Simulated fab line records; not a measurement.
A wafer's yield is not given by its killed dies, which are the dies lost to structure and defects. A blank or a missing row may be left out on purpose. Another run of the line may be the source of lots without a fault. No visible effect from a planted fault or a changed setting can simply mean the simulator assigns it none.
3 desks, one fault | flow n5_finfet | every desk sees just its own numbers, and what lay behind them comes last

== THE DEFECT DESK ==
Counts from the inspections along the route, per lot, as means over the sampled wafers that have a number. The brackets show how far a lot's mean lies from the usual mean; more than 4 standard deviations puts the lot out of limits, marked OUT.
Columns: A = raw_defect_count at N5_BEOL_M0_INSPECT_127, usual 65
lot  | first seen here | A
L704 | day 6 05:01     | 51
L705 | day 6 14:02     | 83
L707 | day 7 00:01     | 65
L715 | day 8 23:26     | 70
L717 | day 9 07:40     | 50
L719 | day 10 00:14    | 56
L722 | day 10 17:22    | 51
L724 | day 11 09:20    | 53
L725 | day 11 12:40    | 46
L726 | day 11 15:43    | 86
This desk's finding: nothing out of limits on any of the 10 lots.

== FROM THE METROLOGY DESK ==
Means of the sampled wafers that have a number, per lot and without regard to the tool the lot ran on: this is what the gauges read. The brackets show how far a lot's mean lies from the usual mean; more than 4 standard deviations puts the lot out of limits, marked OUT. It has 13 readings; the 7 that lie furthest out on some lot are the ones shown.
Columns: A = M1_OVL at N5_BEOL_M1_OVL_MEAS_12, usual 0.2 nm; B = cd_nm at N5_BEOL_M1_CD_MEAS_18, usual 18.1 nm; C = IOFF_P at N5_BEOL_M4_RC_MEAS_101, usual 0.23 nA/um; D = ION_N at N5_BEOL_M4_RC_MEAS_101, usual 682 uA/um; E = ION_P at N5_BEOL_M4_RC_MEAS_101, usual 468 uA/um; F = SS_P at N5_BEOL_M4_RC_MEAS_101, usual 73.4 mV/dec; G = VT_P at N5_BEOL_M4_RC_MEAS_101, usual -248.9 mV
lot  | first seen here | A    | B    | C    | D   | E   | F    | G
L704 | day 6 07:32     | 0.2  | 17.9 | 0.24 | 668 | 461 | 73.3 | -248.3
L705 | day 6 14:51     | -0.2 | 17.8 | 0.28 | 694 | 478 | 73.6 | -244.0
L707 | day 7 03:22     | 0.2  | 18.4 | 0.23 | 681 | 471 | 74.2 | -251.2
L715 | day 9 00:47     | 0.0  | 19.0 | 0.20 | 680 | 462 | 72.5 | -250.6
L717 | day 9 09:18     | -0.2 | 18.7 | 0.20 | 689 | 467 | 74.0 | -252.2
L719 | day 10 02:28    | 1.2  | 18.0 | 0.25 | 682 | 466 | 74.3 | -246.6
L722 | day 10 18:19    | -0.2 | 18.2 | 0.26 | 695 | 482 | 74.0 | -245.4
L724 | day 11 10:26    | 0.3  | 17.9 | 0.23 | 699 | 475 | 73.5 | -249.2
L725 | day 11 13:49    | 0.4  | 18.2 | 0.24 | 686 | 461 | 73.6 | -249.5
L726 | day 11 17:58    | 0.3  | 17.8 | 0.18 | 673 | 461 | 72.9 | -249.6
This desk's finding: nothing out of limits on any of the 10 lots.

== THE TOOL OWNER'S DESK: rie_diel-06 ==
The tool's own readings at N5_BEOL_M1_ETCH_64 (etches SOC in N2/H2, target depth 75 nm, overetch 15 nm, time 112.5 s): means of the sampled wafers that have a number, for each lot that ran on this tool. The brackets show how far a lot's mean lies from the usual mean; more than 4 standard deviations puts the lot out of limits, marked OUT.
Columns: A = drypump_motor_current_A at N5_BEOL_M1_ETCH_64, usual 5.6 A; B = oes_product_au at N5_BEOL_M1_ETCH_64, usual 0.63 a.u.; C = rf_vpp_V at N5_BEOL_M1_ETCH_64, usual 523.7 V; D = showerhead_plenum_p_Torr at N5_BEOL_M1_ETCH_64, usual 2.54 Torr; E = temp_c at N5_BEOL_M1_ETCH_64, usual 40.00 C; F = throttle_valve_pct at N5_BEOL_M1_ETCH_64, usual 17.8 %
lot  | first seen here | A   | B    | C     | D    | E     | F
L704 | day 6 07:41     | 5.6 | 0.65 | 521.7 | 2.49 | 39.90 | 17.9
L705 | day 6 15:01     | 5.7 | 0.65 | 522.4 | 2.48 | 40.04 | 17.6
L707 | day 7 03:37     | 5.6 | 0.64 | 522.8 | 2.49 | 39.88 | 17.9
L715 | day 9 00:57     | 5.3 | 0.65 | 522.9 | 2.51 | 40.03 | 17.8
L717 | day 9 09:28     | 5.5 | 0.59 | 523.3 | 2.50 | 40.12 | 18.0
This desk's finding: nothing out of limits on any of the 5 lots.

== ALL TOGETHER ==
Nothing the defect desk looked at was out of limits.
The metrology desk saw nothing out of limits.
The desk of the tool owner found nothing out of limits.

== WHAT HAD BEEN PUT IN BY THE SIMULATOR ==
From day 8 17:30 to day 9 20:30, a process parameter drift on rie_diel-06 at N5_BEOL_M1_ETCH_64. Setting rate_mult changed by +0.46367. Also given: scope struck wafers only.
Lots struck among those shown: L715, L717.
